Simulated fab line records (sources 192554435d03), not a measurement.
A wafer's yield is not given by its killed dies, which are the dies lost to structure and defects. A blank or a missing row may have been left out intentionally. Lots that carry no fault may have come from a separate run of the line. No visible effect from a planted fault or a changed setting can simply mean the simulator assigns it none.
Lot-split experiment | flow n5-finfet | route with 1938 steps; 7 lots, 39 wafers read

## THE SPLIT
At N5_WELL_APT_IMPLANT_31, the setting energy-kev was moved away from the recipe's 60 on 18 of the 39 wafers read, by -9.6% to +11.0%. For the rest of the wafers, this setting stayed at what the recipe calls for.

The split's own step is where the reading is taken.

## THE READING
The simulator's own value implant.drp-nm, read by no gauge, in nm at N5_WELL_APT_IMPLANT_31. No usual value for it is given in the file.

wafer  | tool, chamber at the split | energy-kev as run | against the recipe | implant.drp-nm, nm | against lot-mates on the recipe
L076.2 | implanter-01, 0            | 60                | recipe             | 64.53              | -
L076.3 | implanter-01, 0            | 60                | recipe             | 64.53              | -
L076.4 | implanter-01, 0            | 60                | recipe             | 64.53              | -
L078.1 | implanter-01, 0            | 60                | recipe             | 64.53              | -
L078.3 | implanter-01, 0            | 60                | recipe             | 64.53              | -
L078.6 | implanter-01, 0            | 60                | recipe             | 64.53              | -
L078.2 | implanter-01, 0            | 54.26             | -9.6%              | 61.13              | -3.40
L078.4 | implanter-01, 0            | 54.26             | -9.6%              | 61.13              | -3.40
L078.5 | implanter-01, 0            | 54.26             | -9.6%              | 61.13              | -3.40
L082.1 | implanter-01, 0            | 66.63             | +11.0%             | 68.12              | +3.59
L082.2 | implanter-01, 0            | 66.63             | +11.0%             | 68.12              | +3.59
L082.5 | implanter-01, 0            | 66.63             | +11.0%             | 68.12              | +3.59
L082.3 | implanter-01, 0            | 60                | recipe             | 64.53              | -
L082.4 | implanter-01, 0            | 60                | recipe             | 64.53              | -
L082.6 | implanter-01, 0            | 60                | recipe             | 64.53              | -
L086.1 | implanter-02, 0            | 60                | recipe             | 64.53              | -
L086.5 | implanter-02, 0            | 60                | recipe             | 64.53              | -
L086.6 | implanter-02, 0            | 60                | recipe             | 64.53              | -
L086.2 | implanter-02, 0            | 66.41             | +10.7%             | 68.01              | +3.48
L086.3 | implanter-02, 0            | 66.41             | +10.7%             | 68.01              | +3.48
L086.4 | implanter-02, 0            | 66.41             | +10.7%             | 68.01              | +3.48
L089.1 | implanter-01, 0            | 65.78             | +9.6%              | 67.68              | +3.15
L089.4 | implanter-01, 0            | 65.78             | +9.6%              | 67.68              | +3.15
L089.6 | implanter-01, 0            | 65.78             | +9.6%              | 67.68              | +3.15
L089.2 | implanter-01, 0            | 60                | recipe             | 64.53              | -
L089.3 | implanter-01, 0            | 60                | recipe             | 64.53              | -
L089.5 | implanter-01, 0            | 60                | recipe             | 64.53              | -
L091.1 | implanter-01, 0            | 60                | recipe             | 64.53              | -
L091.3 | implanter-01, 0            | 60                | recipe             | 64.53              | -
L091.5 | implanter-01, 0            | 60                | recipe             | 64.53              | -
L091.2 | implanter-01, 0            | 65.41             | +9.0%              | 67.48              | +2.95
L091.4 | implanter-01, 0            | 65.41             | +9.0%              | 67.48              | +2.95
L091.6 | implanter-01, 0            | 65.41             | +9.0%              | 67.48              | +2.95
L092.1 | implanter-02, 0            | 54.26             | -9.6%              | 61.13              | -3.40
L092.3 | implanter-02, 0            | 54.26             | -9.6%              | 61.13              | -3.40
L092.5 | implanter-02, 0            | 54.26             | -9.6%              | 61.13              | -3.40
L092.2 | implanter-02, 0            | 60                | recipe             | 64.53              | -
L092.4 | implanter-02, 0            | 60                | recipe             | 64.53              | -
L092.6 | implanter-02, 0            | 60                | recipe             | 64.53              | -

THE FIT
A straight line over all 39 wafers: implant.drp-nm changes by +0.337 nm for each +1% of energy-kev; r = +1.00; the points scatter about the line by 0.072 nm.
The same after taking each lot's own level away (the mean of its wafers on the recipe; 39 wafers): +0.337 nm for each +1%; r = +1.00; scatter 0.072 nm.
On that fit, the largest move of energy-kev shifts the reading by 3.7 nm.
The lots' own levels span 64.530 to 64.530 nm.
Consequently the slope shifts little with the lot-to-lot level, the two slopes agreeing.
Check: with one of the wafers moved furthest among these (+11.0%) left out of the fit, the line predicts +3.67 nm for it against its lot-mates. Against them it came out at +3.59 nm.

## THE WHOLE CHAIN: every reading that the file lists as answering this split, in the file's order
step                   | what it does | reading                                                         | change (the file's fit)               | r (the file's)
N5_WELL_APT_IMPLANT_31 |              | implant.rp-nm (the simulator's own value, which no gauge read)  | +2.5 nm for each +1% of the setting   | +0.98
N5_WELL_APT_IMPLANT_31 |              | implant.drp-nm (the simulator's own value, which no gauge read) | +0.335 nm for each +1% of the setting | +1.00

## THE FILE'S OWN FIT
implant.drp-nm changes by +0.335 nm for each +1% of energy-kev, r = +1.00.
